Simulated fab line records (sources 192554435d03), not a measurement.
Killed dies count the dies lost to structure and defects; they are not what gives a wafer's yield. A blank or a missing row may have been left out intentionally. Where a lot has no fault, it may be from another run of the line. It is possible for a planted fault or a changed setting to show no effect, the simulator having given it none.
Which of the tools did it?    flow n5-finfet    10 lots, 30 wafers sampled, at 6 steps of a route of 1938

## WHAT THE GAUGES SHOWED, per wafer
N5_WELL_APT_INSPECT_38: inspects for defects (darkfield).
lot   measured     on                 raw-defect-count
L664  day 1 17:13  defect-inspect-01  9 15 6
L668  day 2 16:43  defect-inspect-02  11 19 7
L670  day 3 05:00  defect-inspect-01  11 10 9
L671  day 3 11:22  defect-inspect-02  22 18 9
L676  day 4 17:10  defect-inspect-02  11 20 19
L679  day 5 11:00  defect-inspect-02  28 29 16
L681  day 5 22:44  defect-inspect-02  19 27 22
L682  day 6 05:02  defect-inspect-02  11 12 6
L683  day 6 11:26  defect-inspect-02  8 12 19
L687  day 7 11:40  defect-inspect-01  7 21 12

N5_PMOS_HMC_CHANNEL_EPI_THK_MEAS_22.
lot   measured     on             HMC_CMP_THK (nm)
L664  day 1 20:24  film-metro-01  55.2 54.3 53.8
L668  day 2 19:35  film-metro-02  52.1 54.4 51.8
L670  day 3 08:02  film-metro-01  55.1 54.5 55.2
L671  day 3 14:16  film-metro-01  54.7 54.7 55.6
L676  day 4 20:21  film-metro-01  55.6 52.9 55.1
L679  day 5 13:40  film-metro-02  55.1 54.4 54.5
L681  day 6 01:56  film-metro-01  0.1 0.1 0.0
L682  day 6 07:44  film-metro-01  0.2 0.2 0.2
L683  day 6 14:17  film-metro-01  55.2 54.0 52.5
L687  day 7 14:29  film-metro-02  56.0 55.3 55.5

N5_FIN_SAQP_OVL_MEAS_17.
lot   measured     on          FIN_CORE_OVL (nm)
L664  day 1 22:35  overlay-02  -0.9 -1.0 0.9
L668  day 2 21:29  overlay-01  -0.7 -1.6 -1.6
L670  day 3 09:51  overlay-01  -1.1 -2.0 -1.0
L671  day 3 16:13  overlay-02  0.6 -1.1 -0.8
L676  day 5 00:07  overlay-02  0.4 0.0 -0.5
L679  day 5 15:43  overlay-01  0.3 -1.5 -0.2
L681  day 6 03:59  overlay-02  - - -
L682  day 6 09:38  overlay-01  - - -
L683  day 6 16:08  overlay-01  -1.1 -1.7 0.3
L687  day 7 16:37  overlay-02  -0.1 -1.5 0.4

## TOOL THAT RAN EACH LOT (tool first, then ch and the chambers of the sampled wafers, then the start)
lot   N5_PMOS_HMC_CHANNEL_EPI_FIN_RECESS_16  N5_FIN_SAQP_PECVD_47            N5_FIN_SAQP_PECVD_48
L664  rie-si-02 ch 0,1,3, day 1 18:12        pecvd-04 ch 0,1,2, day 1 21:53  pecvd-04 ch 0,1,2, day 1 21:56
L668  rie-si-06 ch 0,2, day 2 17:44          pecvd-04 ch 0,1,2, day 2 20:46  pecvd-04 ch 0,1,2, day 2 20:48
L670  rie-si-06 ch 0,1, day 3 06:14          pecvd-02 ch 0,1,2, day 3 09:17  pecvd-02 ch 0,1,2, day 3 09:19
L671  rie-si-02 ch 0,1,3, day 3 12:28        pecvd-04 ch 0,1, day 3 15:31    pecvd-04 ch 0,1, day 3 15:34
L676  rie-si-06 ch 0,1,2, day 4 18:09        pecvd-03 ch 0,1, day 4 23:32    pecvd-03 ch 0,1, day 4 23:34
L679  rie-si-06 ch 0,1,3, day 5 11:52        pecvd-02 ch 0,2, day 5 15:08    pecvd-02 ch 0,2, day 5 15:11
L681  rie-si-02 ch 0,1, day 5 23:36          pecvd-03 ch 0,2, day 6 03:14    pecvd-03 ch 0,2, day 6 03:17
L682  rie-si-03 ch 1,2, day 6 05:56          pecvd-02 ch 0,2, day 6 08:56    pecvd-02 ch 0,2, day 6 08:59
L683  rie-si-06 ch 1,2,3, day 6 12:28        pecvd-03 ch 0,2, day 6 15:26    pecvd-03 ch 0,2, day 6 15:28
L687  rie-si-03 ch 0,1, day 7 12:41          pecvd-04 ch 0,2, day 7 16:02    pecvd-04 ch 0,2, day 7 16:05
- N5_PMOS_HMC_CHANNEL_EPI_FIN_RECESS_16: chemistry HBr/Cl2, target Si, target depth 54 nm, time 18 s.
- N5_FIN_SAQP_PECVD_47: deposits a-Si from SiH4/He, target thk 45 nm, time 36.3 s.
- N5_FIN_SAQP_PECVD_48: deposits SiNx from SiH4/NH3/N2, target thk 25 nm, time 22.1 s.

## AS READ BY THE TOOLS THEMSELVES (means over the sampled wafers that have a number; for cases with no such wafer, the mark the record gives instead)
N5_PMOS_HMC_CHANNEL_EPI_FIN_RECESS_16.
lot   tool       HBr_flow_sccm (sccm)  bias-w (W)  drypump-motor-current-A (A)  mfc-cl2-sccm (sccm)  oes-product-au (a.u.)  throttle-valve-pct (%)
L664  rie-si-02  150.3                 75.29       5.7                          79.87                1.006                  35.22
L668  rie-si-06  149.7                 75.13       6.0                          79.92                0.980                  35.04
L670  rie-si-06  150.0                 74.84       6.5                          79.94                1.017                  35.45
L671  rie-si-02  150.1                 74.89       5.7                          80.24                1.014                  35.20
L676  rie-si-06  149.9                 74.87       6.2                          80.17                1.001                  35.23
L679  rie-si-06  149.9                 75.16       6.0                          79.91                1.010                  35.46
L681  rie-si-02  -                     -           -                            -                    -                      -
L682  rie-si-03  -                     -           -                            -                    -                      -
L683  rie-si-06  150.0                 75.07       5.9                          80.07                1.002                  35.47
L687  rie-si-03  149.6                 75.10       5.7                          80.21                1.009                  35.21

N5_FIN_SAQP_PECVD_47.
lot   tool      heater-power-w (W)  showerhead-plenum-p-Torr (Torr)  throttle-valve-pct (%)
L664  pecvd-04  717                 5.63                             17.4
L668  pecvd-04  790                 5.62                             17.5
L670  pecvd-02  812                 5.64                             17.1
L671  pecvd-04  688                 5.60                             17.6
L676  pecvd-03  706                 5.70                             17.8
L679  pecvd-02  784                 5.65                             17.4
L681  pecvd-03  805                 5.65                             18.0
L682  pecvd-02  811                 5.66                             17.2
L683  pecvd-03  750                 5.69                             17.3
L687  pecvd-04  728                 5.64                             16.9

N5_FIN_SAQP_PECVD_48.
lot   tool      heater-power-w (W)  showerhead-plenum-p-Torr (Torr)  throttle-valve-pct (%)
L664  pecvd-04  680                 5.09                             38.7
L668  pecvd-04  686                 5.09                             38.7
L670  pecvd-02  708                 5.10                             37.7
L671  pecvd-04  636                 5.05                             38.4
L676  pecvd-03  701                 5.18                             39.0
L679  pecvd-02  710                 5.11                             37.7
L681  pecvd-03  726                 5.13                             39.2
L682  pecvd-02  782                 5.13                             37.2
L683  pecvd-03  735                 5.16                             38.4
L687  pecvd-04  621                 5.12                             37.3

## THE ANSWER, worked out from the rows above alone
Rule: the usual values come from the lots themselves. The widest of any qualifying gaps counts: lots, ordered by their means at a reading, are off when they make up no more than a third of the lots, leave a main group of 4 or more, and stand apart from it by 3 or more times the standard deviation of that group's means. If all means in a main group match to the digits the tables above print for the reading, that group is not used. Also off: a lot with no number at a reading for which 4 or more lots have one. All remaining lots with rows at the step are treated as sound. The gauges are gone through in route order, then the tools' own readings, and for those a lot's mean is taken as printed above. At the first step where some lot is off, the reading lying furthest off is the one used; lots without a number count as furthest.
Off: L681, L682, at N5_PMOS_HMC_CHANNEL_EPI_THK_MEAS_22 (HMC_CMP_THK). The main group: mean 54.5 nm, standard deviation 0.79.
If a tool, at a process step before that reading, ran all the lots that are off and no sound lot after the first of them, it fits. Not tried: the gauges at N5_PMOS_HMC_CHANNEL_EPI_THK_MEAS_22; whatever is off there is also off at N5_FIN_SAQP_OVL_MEAS_17, on other tools, and gauge error can't account for it. Not one of the candidates tried fits.

## WHAT THE SIMULATOR HAD INSERTED
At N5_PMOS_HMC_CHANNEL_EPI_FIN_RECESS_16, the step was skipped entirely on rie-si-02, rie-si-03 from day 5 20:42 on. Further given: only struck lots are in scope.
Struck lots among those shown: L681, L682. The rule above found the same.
